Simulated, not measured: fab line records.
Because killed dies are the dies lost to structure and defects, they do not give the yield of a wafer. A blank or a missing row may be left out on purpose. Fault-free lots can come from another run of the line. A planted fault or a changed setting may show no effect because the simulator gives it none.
2 desks, one fault | flow n5Finfet | every desk sees just its own numbers, and what lay behind them comes last

## DESK OF THE TOOL OWNER: rieDiel-05
The tool's own readings at N5_BEOL_M6_TRENCH_ETCH_37 (etches SiCOH lowk in C4F6/O2, target depth 94.435 nm, time 31.5 s): means of the sampled wafers that have a number, for each lot that ran on this tool. Marked OUT: a lot whose mean sits more than 4 standard deviations from the usual mean, which makes it out of limits; the brackets give that distance. Shown are 7 of the 8 readings it has, namely the first that went out of limits plus those furthest out on some lot.
Columns: A = oes_f_703_au at N5_BEOL_M6_TRENCH_ETCH_37, usual 0.78 a.u.; B = oes_o_777_au at N5_BEOL_M6_TRENCH_ETCH_37, usual 0.78 a.u.; C = oesProductAu at N5_BEOL_M6_TRENCH_ETCH_37, usual 0.78 a.u.; D = rfFwdPowerW at N5_BEOL_M6_TRENCH_ETCH_37, usual 340.4 W; E = rfVppV at N5_BEOL_M6_TRENCH_ETCH_37, usual 666 V; F = showerheadPlenumPTorr at N5_BEOL_M6_TRENCH_ETCH_37, usual 2.85 Torr; G = throttleValvePct at N5_BEOL_M6_TRENCH_ETCH_37, usual 21.03 %
lot  | first seen here | A    | B    | C    | D                | E              | F    | G
L128 | day 9 22:44     | 0.78 | 0.78 | 0.77 | 340.2            | 666            | 2.90 | 21.15
L129 | day 9 23:29     | 0.78 | 0.78 | 0.78 | 340.7            | 666            | 2.90 | 21.13
L130 | day 10 09:13    | 0.78 | 0.78 | 0.78 | 340.6            | 663            | 2.82 | 21.18
L140 | day 14 18:18    | 0.70 | 0.70 | 0.73 | 320.7 (-9.0) OUT | 690            | 2.88 | 21.20
L143 | day 15 18:03    | 0.65 | 0.66 | 0.74 | 297.2 (-20) OUT  | 716 (+7.9) OUT | 2.89 | 21.16
Finding of this desk: L140, L143 out of limits; the first was L140 at day 14 18:18, on rfFwdPowerW at N5_BEOL_M6_TRENCH_ETCH_37. L128, L129, L130: within limits.

## THE METROLOGY DESK
Lot by lot, what the gauges showed, no matter which tool ran the lot: averages of those sampled wafers that carry a number. Marked OUT: a lot whose mean sits more than 4 standard deviations from the usual mean, which makes it out of limits; the brackets give that distance.
Columns: A = V5_OVL at N5_BEOL_M6_OVL_MEAS_29, usual -0.3 nm; B = trenchDepthNm at N5_BEOL_M6_OCD_MEAS_38, usual 94.1 nm; C = M6_THK at N5_BEOL_M6_THK_MEAS_53, usual 78.7 nm; D = M6_RS at N5_BEOL_M6_RS_MEAS_57, usual 0.288 ohm/sq
lot  | first seen here | A    | B    | C    | D
L128 | day 9 22:09     | -0.8 | 93.0 | 78.0 | 0.289
L129 | day 9 22:28     | 0.8  | 94.2 | 78.9 | 0.283
L130 | day 10 08:51    | -0.6 | 94.3 | 80.0 | 0.287
L135 | day 14 06:37    | -0.5 | 95.5 | 80.7 | 0.280
L140 | day 14 17:56    | -0.9 | 91.3 | 74.7 | 0.303
L142 | day 14 21:17    | -0.8 | 92.4 | 77.3 | 0.292
L144 | day 15 13:46    | 0.0  | 94.6 | 80.7 | 0.284
L143 | day 15 17:34    | 0.8  | 89.0 | 74.2 | 0.311
L148 | day 16 18:01    | -0.8 | 93.3 | 77.3 | 0.293
Result from this desk: across the 9 lots, nothing is out of limits.

## BROUGHT TOGETHER
On L140, L143, at day 14 18:18, an alarm was possible from the tool owner's desk.
From the metrology desk's view, nothing was out of limits.
The metrology desk holds a record of L140, L143, inside its limits.
Of the lots named, all ran N5_BEOL_M6_TRENCH_ETCH_37 on rieDiel-05.

## WHAT THE SIMULATOR HAD INSERTED
rieDiel-05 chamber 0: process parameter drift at N5_BEOL_M6_TRENCH_ETCH_37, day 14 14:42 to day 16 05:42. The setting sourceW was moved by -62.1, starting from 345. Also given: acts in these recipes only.
Struck lots among those shown: L140, L143.
Time in hours from fault onset to the first out-of-limits reading at each desk: the tool owner's desk, 4.
